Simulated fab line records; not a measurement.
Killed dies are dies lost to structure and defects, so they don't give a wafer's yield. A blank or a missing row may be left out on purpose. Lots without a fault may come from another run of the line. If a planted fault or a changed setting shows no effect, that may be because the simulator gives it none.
Chamber matching    flow n5 finfet    rie si-06 running N5_FIN_SAQP_MANDREL_ETCH_58: 4 sister chambers
The step etches a-Si in HBr/Cl2, stops on SiNx, target depth 45 nm, bt time 10 s, time 27 s. 16 wafers are shown with their chamber, then 7 later ones without.

== WAFERS PAIRED WITH THEIR CHAMBERS ==
wafer   chamber  throttle valve pct (%)  drypump motor current A (A)  oes product au (a.u.)
L773.2  1        35.8                    5.34                         0.698
L773.3  2        35.5                    5.10                         0.727
L773.5  3        36.6                    5.54                         0.692
L774.3  3        36.7                    5.55                         0.693
L774.5  3        36.7                    5.53                         0.692
L774.6  2        35.6                    5.10                         0.719
L777.1  3        36.7                    5.58                         0.686
L777.3  2        35.6                    5.08                         0.706
L777.6  3        36.7                    5.55                         0.691
L779.1  3        36.6                    5.55                         0.694
L779.3  0        35.1                    5.53                         0.681
L779.6  3        36.6                    5.56                         0.705
L780.2  2        35.6                    5.09                         0.700
L780.3  1        35.8                    5.35                         0.683
L780.4  0        35.1                    5.55                         0.685
L781.2  1        35.8                    5.34                         0.686

SIGNATURES (means of the wafers above)
reading                  chamber 0  chamber 1  chamber 2  chamber 3  scatter within a chamber
throttle valve pct       35.100     35.800     35.575     36.657     0.0453
drypump motor current A  5.5400     5.3433     5.0925     5.5514     0.013
oes product au           0.68300    0.68900    0.71300    0.69329    0.00808
Rule: for each reading, subtract the chamber's mean from the wafer's reading, divide by that reading's scatter and square the result; add these up over the readings and take the root, which gives the wafer's distance from the chamber. The wafer belongs to the nearest chamber; if the next one is less than 2 further off, it can't be placed. The scatter is the square root of a quotient: the sum, over the shown wafers, of each reading's squared deviation from its chamber's mean, divided by wafers minus chambers.

== WAFERS MISSING THEIR CHAMBER ==
wafer   throttle valve pct (%)  drypump motor current A (A)  oes product au (a.u.)
L781.4  36.6                    5.54                         0.715
L781.5  35.5                    5.09                         0.718
L783.1  36.6                    5.53                         0.700
L783.4  35.5                    5.10                         0.721
L783.6  35.1                    5.50                         0.701
L790.1  35.6                    5.08                         0.717
L790.5  35.5                    5.10                         0.718

== WHICH CHAMBER EACH ONE RAN IN ==
wafer   from the rows above  in truth
L781.4  3                    3
L781.5  2                    2
L783.1  3                    3
L783.4  2                    2
L783.6  0                    0
L790.1  2                    2
L790.5  2                    2
Correct placement for 7 of the 7. From these rows, 0 cannot be placed. Number placed wrongly: 0.
